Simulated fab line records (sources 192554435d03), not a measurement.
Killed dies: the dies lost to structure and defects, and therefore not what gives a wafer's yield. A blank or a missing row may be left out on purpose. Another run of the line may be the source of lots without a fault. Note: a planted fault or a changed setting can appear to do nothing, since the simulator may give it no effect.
fab line records ; flow n5_finfet
[record] lots = 5; wafers = 15; last_day = 17
route steps=1938 shown BEOL_M0_SAQP@664 BEOL_M0_CUTY@701 BEOL_M4@1111 PASSIVATION@1936
lots that met no fault: taken from a fault-free run of the same line
start_h: the number of hours between the record's first day and the start of the first shown wafer of the lot ; wait_h: hours elapsed since this lot's preceding step ; " the same as in the row above ; L1.1+2: a single row standing in for several wafers ; - no value, or no start given ; * or withheld: withheld ; < > ~ a bound
route shown NAME@n: NAME is a module with steps in the file, n the number in the route of the first one ; usual: average and standard deviation across the fault-free wafers ; same: alike in all rows ; chamber/n: place in a boat ; sites: per-site readings ; _std_site: their standard deviation ; _edge_site: mean of outer sites minus mean of inner sites ; radius_mm: for every site, how far away it sits from the centre of the wafer ; mask NAME#n: copy n ; behind: tool/chamber where the wafer was last shaped ; hold: the reason the lot was held/the length of the hold in hours/how it ended ; device: transistor that didn't switch, given as n, p or np ; end of line: the same wafers' tests at the end of the route ; a step without rows: its recipe alone ; killed: not the wafer's yield, but the dies lost to structure and defects at the first sort ; map: a wafer's dies, marking killed ones x, the rest . and places with no die _
set.NAME: setting as actually run; set.NAME@STEP: the setting as run at that earlier step ; model.NAME: the simulator's own value behind a step, which no gauge read
lots seen at some steps along the route; tables by step, rows by wafer
services: from which hour (start_h, from the record's first day; less than 0 if before it) a tool's chamber was out of use, for how many hours, and why
[[steps]]
[step N5_BEOL_M0_SAQP_SPACER1_ETCHBACK_99]
[recipe] chemistry = CHF3/O2; mode = anisotropic_etchback; target = SiO2; target_depth_a = 154; time_s = 7.7; pressure_mtorr = 30; source_w = 650; bias_w = 170; Ar_flow_sccm = 200; CHF3_flow_sccm = 50; O2_flow_sccm = 5; ion_energy_ev = 200
[step N5_BEOL_M0_SAQP_MANDREL1_REMOVE_100]
[recipe] chemistry = HBr/Cl2/O2; bt_time_s = 10; target = a-Si; stop_on = SiNx; endpoint = OES-SiCl; over_etch_frac = 0.85; icp_w = 600; bias_w = 30; HBr_flow_sccm = 150; Cl2_flow_sccm = 80; O2_flow_sccm = 5; pressure_mtorr = 10
[step N5_BEOL_M0_SAQP_ETCH_101]
[recipe] chemistry = CH3F/O2; target = SiNx; mask_material = SiO2; target_depth_a = 299; time_s = 42.7; pressure_mtorr = 30; source_w = 395; bias_w = 73; Ar_flow_sccm = 150; CH3F_flow_sccm = 30; O2_flow_sccm = 20; ion_energy_ev = 120
[step N5_BEOL_M0_SAQP_ETCH_102]
[recipe] chemistry = CF4; target = SiO2; target_depth_a = 40; ion_energy_ev = 350; time_s = 4.4; pressure_mtorr = 10; icp_w = 800; bias_w = 400; cf4_flow_sccm = 80
[step N5_BEOL_M0_SAQP_MANDREL_ETCH_103]
[recipe] chemistry = HBr/Cl2; target = a-Si; target_depth_a = 450; bt_time_s = 10; stop_on = SiCN; mask_material = SiO2; over_etch_frac = 0.8; time_s = 27; pressure_mtorr = 10; icp_w = 800; bias_w = 75; HBr_flow_sccm = 150; Cl2_flow_sccm = 80; ends = end_point
[step N5_BEOL_M0_SAQP_RECESS_104]
[recipe] chemistry = HF/NH3; target = SiO2; target_depth_a = 180; afs_cycles = 3; temp_c = 30; sublimation_temp_c = 180; sublimation_time_s = 60
[step N5_BEOL_M0_SAQP_COAT_105]
[recipe] resist = SOC; temp_c = 250; time_s = 60; spin_rpm = 1500; resist_thk_nm = 100
[step N5_BEOL_M0_SAQP_ETCH_106]
[recipe] chemistry = N2/H2; target = SOC; target_depth_a = 1500; stop_on = SiNx; ion_energy_ev = 100; bias_w = 61; pressure_mtorr = 30; source_w = 850; n2_flow_sccm = 200; h2_flow_sccm = 200
[step N5_BEOL_M0_SAQP_ETCH_107]
[recipe] chemistry = CH3F/O2; target = SiNx; target_depth_a = 300; mask_material = SOC; pressure_mtorr = 30; source_w = 395; bias_w = 73; Ar_flow_sccm = 150; CH3F_flow_sccm = 30; O2_flow_sccm = 20; ion_energy_ev = 120
[step N5_BEOL_M0_SAQP_STRIP_108]
[recipe] chemistry = N2/H2; power_w = 500; temp_c = 40; pressure_mtorr = 50; rf_frequency_hz = 6e+07; overash_fraction = 0.3; bias_power_w = 28; h2_frac = 0.5; n2_flow_sccm = 300; h2_flow_sccm = 300
[step N5_BEOL_M0_SAQP_RECESS_109]
[recipe] chemistry = HF/NH3; target = SiO2; target_depth_a = 30; afs_cycles = 1; temp_c = 30; sublimation_temp_c = 180; sublimation_time_s = 60
[step N5_BEOL_M0_SAQP_SPACER2_ALD_26]
[recipe] material = SiO2; target_thk_a = 150; temp_c = 300; ald_precursor_family = BDEAS; ald_co_reactant = O2-plasma; pulse_time_s = 1; purge_time_s = 2; co_reactant_purge_time_s = 2; pressure_torr = 2
[usual] heater_power_w = 483/57; precursor_pulse_height_rel = 1.001/0.018
lot.wafer;tool;chamber;start_h;wait_h;heater_power_w;precursor_pulse_height_rel
L799.3;ald_sin-04;3;157.35;0.1;452;1.005
L799.4;ald_sin-04;0;157.35;0.1;420;1.009
L799.6;ald_sin-04;1;157.35;0.1;480;0.979
L800.1;ald_sin-04;3;160.76;0.1;439;0.993
L800.2;ald_sin-04;0;160.76;0.1;415;0.997
L800.4;ald_sin-04;1;160.76;0.1;468;0.993
L802.1;ald_sin-04;2;179.70;0.1;591;1.002
L802.2;ald_sin-04;0;179.70;0.1;408;1.013
L802.6;ald_sin-04;1;179.70;0.1;485;1.010
L807.1;ald_sin-01;1;221.63;0.3;485;0.981
L807.2;ald_sin-01;3;221.63;0.3;473;0.993
L807.5;ald_sin-01;3;221.63;0.3;458;1.011
L811.1;ald_sin-02;0;250.85;0.2;411;0.970
L811.4;ald_sin-02;1;250.85;0.2;560;0.987
L811.5;ald_sin-02;2;250.85;0.2;551;0.979
[step N5_BEOL_M0_SAQP_SPACER2_ETCHBACK_27]
[recipe] chemistry = CHF3/O2; mode = anisotropic_etchback; target = SiO2; target_depth_a = 225; time_s = 11.25; pressure_mtorr = 30; source_w = 650; bias_w = 170; Ar_flow_sccm = 200; CHF3_flow_sccm = 50; O2_flow_sccm = 5; ion_energy_ev = 200
[step N5_BEOL_M0_SAQP_MANDREL2_REMOVE_110]
[recipe] chemistry = HBr/Cl2/O2; bt_time_s = 10; target = a-Si; stop_on = SiCN; endpoint = OES-SiCl; over_etch_frac = 1; icp_w = 600; bias_w = 30; HBr_flow_sccm = 150; Cl2_flow_sccm = 80; O2_flow_sccm = 5; pressure_mtorr = 10
[step N5_BEOL_M0_SAQP_COAT_69]
[recipe] resist = SOC; temp_c = 250; time_s = 60; spin_rpm = 1500; resist_thk_nm = 90
[step N5_BEOL_M0_SAQP_COAT_72]
[recipe] resist = SiARC; temp_c = 220; time_s = 60; spin_rpm = 1500; resist_thk_nm = 15
[step N5_BEOL_M0_SAQP_COAT_87]
[recipe] resist = underlayer; temp_c = 205; time_s = 60; spin_rpm = 1500; resist_thk_nm = 5
[step N5_BEOL_M0_SAQP_COAT_34]
[recipe] resist = CAR-EUV; spin_rpm = 1500; resist_thk_nm = 30
[step N5_BEOL_M0_SAQP_EBR_36]
[recipe] solvent = PGMEA; ebr_width_mm = 1.5
[step N5_BEOL_M0_SAQP_SOFTBAKE_35]
[recipe] temp_c = 110; time_s = 60; resist = CAR-EUV
[step N5_BEOL_M0_SAQP_EXPOSE_37]
[recipe] mask_id = M0_CUT1; na = 0.33; source_shape = annular; sigma_inner = 0.35; sigma_outer = 0.8; polarization = unpolarized; target_cd_nm = 30; dose_mj = 44.75
[step N5_BEOL_M0_SAQP_PEB_38]
[recipe] peb_temp_c = 100; peb_time_s = 60; resist = CAR-EUV
[step N5_BEOL_M0_SAQP_DEVELOP_39]
[recipe] develop_time_s = 30; developer = TMAH; resist = CAR-EUV; rinse_liquid = surfactant_rinse; dry = air_spin; dev_temp_c = 23
[step N5_BEOL_M0_SAQP_INSPECT_42]
[recipe] mode = adi; inspect_instrument = brightfield
[usual] raw_defect_count = 289/74
lot.wafer;tool;chamber;start_h;wait_h;raw_defect_count
L799.3;defect_inspect-02;-;158.66;0.0;652
L799.4;defect_inspect-02;-;158.66;0.0;567
L799.6;defect_inspect-02;-;158.66;0.0;585
L800.1;defect_inspect-01;-;161.90;0.1;501
L800.2;defect_inspect-01;-;161.90;0.1;502
L800.4;defect_inspect-01;-;161.90;0.1;501
L802.1;defect_inspect-01;-;181.06;0.1;531
L802.2;defect_inspect-01;-;181.06;0.1;567
L802.6;defect_inspect-01;-;181.06;0.1;637
L807.1;defect_inspect-01;-;222.82;0.1;254
L807.2;defect_inspect-01;-;222.82;0.1;307
L807.5;defect_inspect-01;-;222.82;0.1;325
L811.1;defect_inspect-01;-;252.18;0.1;237
L811.4;defect_inspect-01;-;252.18;0.1;225
L811.5;defect_inspect-01;-;252.18;0.1;216
[step N5_BEOL_M0_SAQP_DESCUM_45]
[recipe] chemistry = O2; time_s = 7; source_power_w = 50; bias_power_w = 20; pressure_mtorr = 20; rf_frequency_hz = 2.712e+07; temp_c = 40; resist = CAR-EUV; o2_flow_sccm = 225
[step N5_BEOL_M0_SAQP_ETCH_88]
[recipe] chemistry = N2/H2; target = underlayer; target_depth_a = 65; time_s = 5.2; ion_energy_ev = 200; mask_material = CAR-EUV; pressure_mtorr = 30; source_w = 840; bias_w = 150; n2_flow_sccm = 200; h2_flow_sccm = 200; ends = cleared
[step N5_BEOL_M0_SAQP_ETCH_73]
[recipe] chemistry = CF4; target = SiARC; target_depth_a = 195; mask_material = CAR-EUV; time_s = 32.5; ion_energy_ev = 80; pressure_mtorr = 40; source_w = 545; bias_w = 36; Ar_flow_sccm = 100; cf4_flow_sccm = 100; ends = cleared
[step N5_BEOL_M0_SAQP_CUT_ETCH_46]
[recipe] chemistry = N2/H2; target = SOC; target_depth_a = 1350; overetch_a = 270; temp_c = 40; time_s = 202.5; ion_energy_ev = 200; mask_material = SiARC; pressure_mtorr = 30; source_w = 840; bias_w = 150; n2_flow_sccm = 200; h2_flow_sccm = 200
[step N5_BEOL_M0_SAQP_STRIP_74]
[recipe] chemistry = N2/H2; temp_c = 40; n2_flow_sccm = 200; h2_flow_sccm = 200; rf_frequency_hz = 6e+07
[step N5_BEOL_M0_SAQP_STRIP_89]
[recipe] chemistry = N2/H2; temp_c = 40; n2_flow_sccm = 200; h2_flow_sccm = 200; rf_frequency_hz = 6e+07
[step N5_BEOL_M0_SAQP_ALD_48]
[recipe] material = SiO2; target_thk_a = 200; temp_c = 100; ald_precursor_family = BDEAS; ald_co_reactant = O2-plasma; pulse_time_s = 1; co_reactant_pulse_time_s = 1; purge_time_s = 2; co_reactant_purge_time_s = 2; ald_cycles = 139; pressure_torr = 2
[step N5_BEOL_M0_SAQP_ETCH_49]
[recipe] chemistry = CF4/O2; target_depth_a = 370; target = SiO2; pressure_mtorr = 40; source_w = 535; bias_w = 49; Ar_flow_sccm = 100; cf4_flow_sccm = 100; O2_flow_sccm = 10; ion_energy_ev = 100
[step N5_BEOL_M0_SAQP_STRIP_75]
[recipe] chemistry = CF4; resist = SiARC; power_w = 300; bias_power_w = 75; pressure_mtorr = 50; cf4_flow_sccm = 150; rf_frequency_hz = 6e+07
[step N5_BEOL_M0_CUTY_COAT_50]
[recipe] resist = SiARC; temp_c = 220; time_s = 60; spin_rpm = 1500; resist_thk_nm = 15
[step N5_BEOL_M0_CUTY_COAT_51]
[recipe] resist = CAR-ArF-block; spin_rpm = 1500; resist_thk_nm = 150
[step N5_BEOL_M0_CUTY_EBR_52]
[recipe] solvent = PGMEA; ebr_width_mm = 1.5
[step N5_BEOL_M0_CUTY_SOFTBAKE_53]
[recipe] temp_c = 110; time_s = 60; resist = CAR-ArF-block
[step N5_BEOL_M0_CUTY_EXPOSE_54]
[recipe] mask_id = M0_ABLK; na = 1.35; source_shape = conventional; sigma_outer = 0.8; polarization = unpolarized; dose_mj = 36
[step N5_BEOL_M0_CUTY_INSPECT_59]
[recipe] mode = adi; inspect_instrument = macro
[usual] raw_defect_count = 2.1/1.4
lot.wafer;tool;chamber;start_h;wait_h;raw_defect_count
L799.3;defect_inspect-01;-;160.32;0.0;277
L799.4;defect_inspect-01;-;160.32;0.0;>300
L799.6;defect_inspect-01;-;160.32;0.0;>300
L800.1;defect_inspect-01;-;163.29;0.0;>300
L800.2;defect_inspect-01;-;163.29;0.0;299
L800.4;defect_inspect-01;-;163.29;0.0;>300
L802.1;defect_inspect-01;-;182.45;0.0;>300
L802.2;defect_inspect-01;-;182.45;0.0;>300
L802.6;defect_inspect-01;-;182.45;0.0;286
L807.1;defect_inspect-02;-;224.29;0.0;3
L807.2;defect_inspect-02;-;224.29;0.0;3
L807.5;defect_inspect-02;-;224.29;0.0;4
L811.1;defect_inspect-01;-;253.66;0.0;2
L811.4;defect_inspect-01;-;253.66;0.0;2
L811.5;defect_inspect-01;-;253.66;0.0;6
[step N5_BEOL_M4_RC_MEAS_101]
[usual] DIBL_N = 37.2/2.1; DIBL_P = 37.3/2.3; IOFF_N = 0.18/0.041; IOFF_P = 0.24/0.042; ION_N = 680/13; ION_P = 466/7.7; SS_N = 71.8/0.68; SS_P = 73.5/0.66; VT_N = 249/3.6; VT_P = -248/3.4
lot.wafer;tool;chamber;start_h;wait_h;DIBL_N[mV/V];DIBL_P[mV/V];IOFF_N[nA/um];IOFF_P[nA/um];ION_N[uA/um];ION_P[uA/um];SS_N[mV/dec];SS_P[mV/dec];VT_N[mV];VT_P[mV]
L799.3;prober-01;0;211.91;0.3;38.4;39.0;0.21;0.26;688;465;72.0;73.7;244;-249
L799.4;prober-01;0;211.91;0.3;33.6;34.5;0.12;0.18;661;463;71.1;72.1;252;-252
L799.6;prober-01;0;211.91;0.3;33.7;34.4;0.12;0.18;663;460;70.5;72.4;251;-252
L800.1;prober-02;0;228.02;0.0;34.0;34.7;0.15;0.24;676;473;71.2;73.5;250;-245
L800.2;prober-02;0;228.02;0.0;34.9;35.6;0.17;0.26;680;474;72.8;73.0;248;-242
L800.4;prober-02;0;228.02;0.0;30.1;30.5;0.09;0.19;659;472;70.6;72.4;255;-246
L802.1;prober-01;0;229.21;0.2;38.3;37.2;0.19;0.24;686;468;71.4;73.2;245;-246
L802.2;prober-01;0;229.21;0.2;38.0;35.8;0.16;0.20;676;460;71.5;73.0;252;-249
L802.6;prober-01;0;229.21;0.2;38.4;35.9;0.15;0.20;665;453;71.1;72.9;252;-251
L807.1;prober-02;0;270.93;0.0;36.5;38.3;0.18;0.26;693;477;71.9;73.7;248;-245
L807.2;prober-02;0;270.93;0.0;36.5;37.6;0.17;0.24;688;483;71.8;73.5;248;-247
L807.5;prober-02;0;270.93;0.0;40.1;42.2;0.26;0.34;710;488;73.0;75.3;243;-243
L811.1;prober-02;0;312.96;0.0;36.9;35.6;0.15;0.21;683;469;71.1;73.1;251;-250
L811.4;prober-02;0;312.96;0.0;37.4;36.3;0.16;0.21;673;471;71.7;73.4;251;-248
L811.5;prober-02;0;312.96;0.0;40.1;38.5;0.21;0.25;682;470;72.7;74.0;247;-247
[step N5_PASSIVATION_PROBE_49]
[usual] defect_limited_yield = 91.0/1.6; killed_at_M0_to_M3 = 35/11; killed_at_M4_up = 14/5.3; killed_at_contacts = 13/6.7; killed_at_front_end = 41/12; killed_at_other = 3.9/2.7; killed_dies = 106/19; killed_on_rim = 14/4; killed_open = 70/14; killed_short = 35/8.8; sort_bin_4_leakage = 0.01/0.058; sort_bin_5_function = 5.3/1; sort_bin_6_memory = 3.3/0.81; sort_n_pass = 1073/19; sort_yield_pct = 91.0/1.6
[same] gross_dies = 1180; killed_at_back_side = 0; sort_bin_8_speed[%] = 0
lot.wafer;tool;chamber;start_h;wait_h;defect_limited_yield[%];killed_at_M0_to_M3;killed_at_M4_up;killed_at_contacts;killed_at_front_end;killed_at_other;killed_dies;killed_on_rim;killed_open;killed_short;sort_bin_4_leakage[%];sort_bin_5_function[%];sort_bin_6_memory[%];sort_n_pass;sort_yield_pct[%]
L799.3;prober-02;-;325.93;0.1;84.7;102;15;11;44;8;180;30;56;62;0;9.6;4.2;1000;84.7
L799.4;prober-02;-;325.98;0.2;83.1;128;16;12;38;6;200;21;66;37;0;11.7;3.7;980;83.1
L799.6;prober-02;-;326.08;0.3;86.9;70;11;10;62;1;154;22;69;38;0;8.5;3.0;1026;86.9
L800.1;prober-01;-;335.31;0.0;86.7;98;17;3;35;4;157;26;63;20;0;8.1;3.7;1023;86.7
L800.2;prober-01;-;335.36;0.1;82.2;148;17;4;36;5;210;22;62;33;0;11.4;5.0;970;82.2
L800.4;prober-01;-;335.46;0.2;85.9;82;15;20;45;4;166;29;72;48;0;8.6;4.5;1014;85.9
L802.1;prober-01;-;343.75;0.0;82.7;128;11;25;33;7;204;28;76;31;0;11.4;4.7;976;82.7
L802.2;prober-01;-;343.80;0.1;82.5;155;6;10;28;7;206;30;68;41;0;9.7;5.8;974;82.5
L802.6;prober-01;-;344.00;0.3;85.5;92;8;22;49;0;171;34;80;33;0;8.4;3.9;1009;85.5
L811.1;prober-01;-;413.30;0.0;89.9;32;16;17;46;8;119;18;79;37;0;6.4;3.1;1061;89.9
L811.4;prober-01;-;413.45;0.2;91.2;37;21;9;28;9;104;12;74;29;0;5.8;2.8;1076;91.2
L811.5;prober-01;-;413.50;0.2;89.7;47;14;10;48;3;122;12;83;36;0;5.2;4.7;1058;89.7
// killed by level:class
L799.3 BEOL_M0_SAQP:unspecified=61 FIN_SAQP:geometric_particle:short=17 BEOL_M0_SAQP:geometric_particle:short=17 FIN_SAQP:geometric_particle:open=11 BEOL_M0_SAQP:geometric_particle:open=9 MOL_CONTACT_COAG:geometric_particle:open=8 BEOL_M3:geometric_particle:open=7 BEOL_M1:geometric_particle:short=5
L799.4 BEOL_M0_SAQP:unspecified=94 FIN_SAQP:geometric_particle:open=14 BEOL_M0_SAQP:geometric_particle:open=11 BEOL_M0_SAQP:geometric_particle:short=10 MOL_CONTACT_COAG:geometric_particle:open=9 BEOL_M4:geometric_particle:open=6 BEOL_M1:geometric_particle:open=5 BEOL_M4:geometric_particle:short=5
L799.6 BEOL_M0_SAQP:unspecified=44 FIN_SAQP:geometric_particle:open=15 STI_FIN_REVEAL:geometric_particle:open=11 FIN_SAQP:geometric_particle:short=8 GATE_CUT:geometric_particle:short=8 MOL_CONTACT_COAG:geometric_particle:open=7 BEOL_M1:geometric_particle:open=7 GATE_CUT:geometric_particle:open=5
L800.1 BEOL_M0_SAQP:unspecified=73 STI_FIN_REVEAL:geometric_particle:open=12 BEOL_M4:geometric_particle:open=10 FIN_SAQP:geometric_particle:open=8 BEOL_M3:geometric_particle:open=7 BEOL_M1:geometric_particle:open=7 FIN_SAQP:geometric_particle:short=4 MOL_CONTACT_COAG:geometric_particle:open=3
L800.2 BEOL_M0_SAQP:unspecified=115 BEOL_M4:geometric_particle:open=11 BEOL_M0_SAQP:geometric_particle:short=10 BEOL_M0_SAQP:geometric_particle:open=10 FIN_SAQP:geometric_particle:short=9 FIN_SAQP:geometric_particle:open=7 STI_FIN_REVEAL:geometric_particle:open=5 DUMMY_GATE:geometric_particle:open=5
L800.4 BEOL_M0_SAQP:unspecified=45 STI_FIN_REVEAL:geometric_particle:open=16 BEOL_M0_SAQP:geometric_particle:short=14 MOL_CONTACT_COAG:geometric_particle:open=13 FIN_SAQP:geometric_particle:short=9 MOL_CONTACT_COAG:geometric_particle:short=7 DUMMY_GATE:geometric_particle:open=6 BEOL_M0_SAQP:geometric_particle:open=6
L802.1 BEOL_M0_SAQP:unspecified=95 MOL_CONTACT_COAG:geometric_particle:open=19 BEOL_M2:geometric_particle:open=13 FIN_SAQP:geometric_particle:open=7 BEOL_M3:geometric_particle:open=7 FIN_SAQP:geometric_particle:short=6 MOL_CONTACT_COAG:geometric_particle:short=6 BEOL_M1:geometric_particle:open=6
L802.2 BEOL_M0_SAQP:unspecified=95 BEOL_M2:geometric_particle:open=16 BEOL_M1:geometric_particle:open=10 BEOL_M2:geometric_particle:short=8 BEOL_M3:geometric_particle:open=8 FIN_SAQP:geometric_particle:open=7 MOL_CONTACT_COAG:geometric_particle:open=6 BEOL_M0_SAQP:geometric_particle:short=6
L802.6 BEOL_M0_SAQP:unspecified=48 MOL_CONTACT_COAG:geometric_particle:open=20 STI_FIN_REVEAL:geometric_particle:open=14 BEOL_M2:geometric_particle:open=9 FIN_SAQP:geometric_particle:short=8 BEOL_M0_SAQP:geometric_particle:open=8 BEOL_M0_SAQP:geometric_particle:short=8 HKMG_FIN:area_etch=8
L811.1 MOL_CONTACT_COAG:geometric_particle:open=14 BEOL_M4:geometric_particle:open=10 BEOL_M1:geometric_particle:open=9 BEOL_M3:geometric_particle:open=8 FIN_SAQP:geometric_particle:open=7 BEOL_M3:geometric_particle:short=6 DUMMY_GATE:geometric_particle:open=5 GATE_CUT:geometric_particle:short=5
L811.4 BEOL_M1:geometric_particle:open=15 BEOL_M4:geometric_particle:open=13 BEOL_M2:geometric_particle:open=7 MOL_CONTACT_COAG:geometric_particle:open=6 GATE_CUT:geometric_particle:short=5 PAD_METAL:geometric_particle:open=5 FIN_SAQP:geometric_particle:open=4 GATE_CUT:geometric_particle:open=4
L811.5 BEOL_M1:geometric_particle:open=15 BEOL_M3:geometric_particle:open=14 FIN_SAQP:geometric_particle:open=10 FIN_SAQP:geometric_particle:short=9 MOL_CONTACT_COAG:geometric_particle:open=9 BEOL_M1:geometric_particle:short=7 BEOL_M4:geometric_particle:open=6 STI_FIN_REVEAL:geometric_particle:open=5
// map L799.4 (x killed, . not)
_________________...........x________________
______________.........x........_____________
___________.....x.....x.....x......__________
__________.....x........x....x.....x_________
________.....x.............x.........._______
_______...x...x.xx....x...x............______
______.x...x.............xx..x....x....._____
_____........................x...........____
____...x.............................x....___
___..x........x..x........x................__
___...............x.x........x...x.........__
__x.............x..x.....x....x.x..........._
__.........................................._
_............................................
_...x...x....x...........x...................
_..x............................xxx..........
_.x.x......................................x.
_..................x....x.x.....x..x...x.....
_......xx...........................x........
_x..x.................x...x.......x..........
_..x..........x......................x.......
__............xx..........x.x..x.....x...x.._
__..........x...x.........xx.......x........_
___...........x...........xx.x..x..........__
___....................x..xxxxx..x......xx.__
____..x........x........xxxxxxxxx.....x...___
_____.................x.xxxxxxxxxx.......____
______..............x.xxxxxxxxxxx..xx..x_____
_______.x...x.xx...xx..xxxxxxxxxxx...x.______
________.............x.xxxxxxxxxxx.x.._______
__________...........xxxxxxxxxxxxxx._________
___________...x.......x.xxx.xxxxx..__________
______________.x..x.x..xx.xxxxx._____________
_________________........x.xx________________
// map L800.2 (x killed, . not)
_________________.....x......________________
______________..x..x............_____________
___________....x...................__________
__________x...x...x..x.x..x........._________
________x........x..............x....._______
_______..xx...x.x............x.........______
______...........x........x.....x..x...._____
_____.x...........x......................____
____.........x...x........................___
___.....x..xx..x...............x...........__
___................x......................x__
__......x...............................x..._
__......x.x........x........................_
_..............x........x.....x..............
_..........x..........xxx.....x..............
_.......x....................xx........x.....
_.....x...........x....................x.....
_.......x...............x.xx.............x...
_.....x...............................x......
_.........xx.......x.........................
_......x.......x....................x.x......
__...x..x...........................x.x....._
__.xx................x........xx...x........_
___..............x......x.xx.xxxx.x...x....__
___.......x....x...x...xxxxxxxx.x.......x..__
____....x...x...........xxxxxxxxxx........___
_____..x.......x.......xxxxxxxx.xx....x..____
______x...............x.xxxxxxxxxxx....._____
_______x...x........xxxxxxxxxxxxxxxx...______
________.............xxxxxxxxxxxxxxx.._______
__________.....x.x...xxxxxxxxxxxx..._________
___________..........x.xxxxxxxxxxxx__________
______________x........x.xxx.xx._____________
_________________x.....x..xxx________________
[[services]]
tool;chamber;start_h;hours;kind
ald_sin-02;-;138.04;2.8;pm
ald_sin-01;2;154.61;3.5;repair
ald_sin-02;-;165.12;14.6;pm
ald_sin-01;-;176.75;14.0;pm
ald_sin-01;0;176.75;14.0;vent_cycle
ald_sin-01;1;176.75;14.0;vent_cycle
ald_sin-01;2;176.75;14.0;vent_cycle
ald_sin-01;3;176.75;14.0;vent_cycle
ald_sin-04;1;184.90;24.7;repair
ald_sin-01;0;190.75;-;clean
ald_sin-01;1;190.75;-;clean
ald_sin-01;2;190.75;-;clean
ald_sin-01;3;190.75;-;clean
ald_sin-01;3;193.72;11.2;repair
ald_sin-01;1;248.74;3.7;repair
[[key]]
[first_sign] step = N5_BEOL_M0_SAQP_INSPECT_42; reading = raw_defect_count; direction = up; sigmas = 3.7; usual = 289; struck = 560
[effect] step = N5_BEOL_M0_CUTY_INSPECT_59; reading = raw_defect_count; direction = up; sigmas = 99+; usual = 2.1; struck = >295.8
[effect] step = N5_PASSIVATION_PROBE_49; reading = killed_at_M0_to_M3; direction = up; sigmas = 6.7; usual = 35; struck = 111
[more_kills_born_at] N5_BEOL_M0_SAQP_SPACER2_ALD_26@ald_sin-04 = 670
met_at N5_BEOL_M0_SAQP_SPACER2_ALD_26
struck_wafers L799.3,L799.4,L799.6,L800.1,L800.2,L800.4,L802.1,L802.2,L802.6
[fault] kind = chamber_particle_source; tool = ald_sin-04; chamber = -; onset_h = 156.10; steps = N5_BEOL_M0_SAQP_SPACER2_ALD_26; rate_per_visit_cm2 = 0.47293; end_h = 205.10
